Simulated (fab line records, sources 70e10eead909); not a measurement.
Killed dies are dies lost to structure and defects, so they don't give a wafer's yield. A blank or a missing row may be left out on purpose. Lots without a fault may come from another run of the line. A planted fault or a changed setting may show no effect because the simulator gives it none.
Chamber matching | flow nand_harc | NHARC_A_CHANNEL_FILL_D2_CMP_10 on cmp-04: 4 sister chambers
The step polishes, target thk 150 nm. 8 wafers are shown with their chamber, then 12 later ones without.

WAFERS WITH THEIR CHAMBER
wafer  | chamber | motor_current_A (A) | time_to_endpoint_s (s)
L083.1 | 3       | 12.1                | 17.7
L087.4 | 0       | 11.9                | 15.8
L088.1 | 1       | 12.4                | 14.8
L088.3 | 3       | 11.6                | 11.5
L088.4 | 0       | 11.6                | 14.3
L088.2 | 2       | 12.2                | 15.9
L088.5 | 2       | 11.9                | 17.2
L088.6 | 1       | 12.5                | 14.8

WAFERS WITHOUT THEIR CHAMBER
wafer  | motor_current_A (A) | time_to_endpoint_s (s)
L091.2 | 11.4                | 16.4
L091.3 | 10.9                | 15.8
L091.4 | 12.1                | 19.4
L092.1 | 12.2                | 12.3
L092.3 | 11.8                | 15.5
L092.6 | 11.7                | 16.1
L097.1 | 11.2                | 18.9
L097.2 | 13.1                | 17.1
L097.6 | 12.5                | 15.3
L097.3 | 11.3                | 15.0
L097.4 | 11.2                | 16.2
L097.5 | 11.3                | 17.7

WHICH CHAMBER EACH WENT THROUGH
wafer  | from the rows above               | in truth
L091.2 | can't be placed: 0 or 3 or 2      | 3
L091.3 | can't be placed: 0 or 3 or 2      | 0
L091.4 | can't be placed: 2 or 3 or 0 or 1 | 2
L092.1 | can't be placed: 1 or 3 or 2 or 0 | 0
L092.3 | can't be placed: 0 or 3 or 2      | 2
L092.6 | can't be placed: 0 or 3 or 2      | 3
L097.1 | can't be placed: 0 or 3 or 2      | 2
L097.2 | can't be placed: 1 or 2           | 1
L097.6 | can't be placed: 1 or 2           | 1
L097.3 | can't be placed: 0 or 3 or 2      | 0
L097.4 | can't be placed: 0 or 3 or 2      | 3
L097.5 | can't be placed: 0 or 3 or 2      | 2
Placed correctly: 0 of 12. Can't be placed from these rows: 12 (the true chamber is among the candidates in 12). Placed wrongly: 0.
How it was worked out, from the rows above alone: a wafer's distance from a chamber is the root of the sum, over the readings, of the square of ((its reading less the chamber's mean) divided by the reading's scatter). The wafer belongs to the nearest chamber; if the next one is less than 2 further off, it can't be placed. A chamber's mean is the mean of its shown wafers. The scatter: the root of (the sum of the squares of (reading less its chamber's mean) over the shown wafers, divided by (wafers less chambers)).
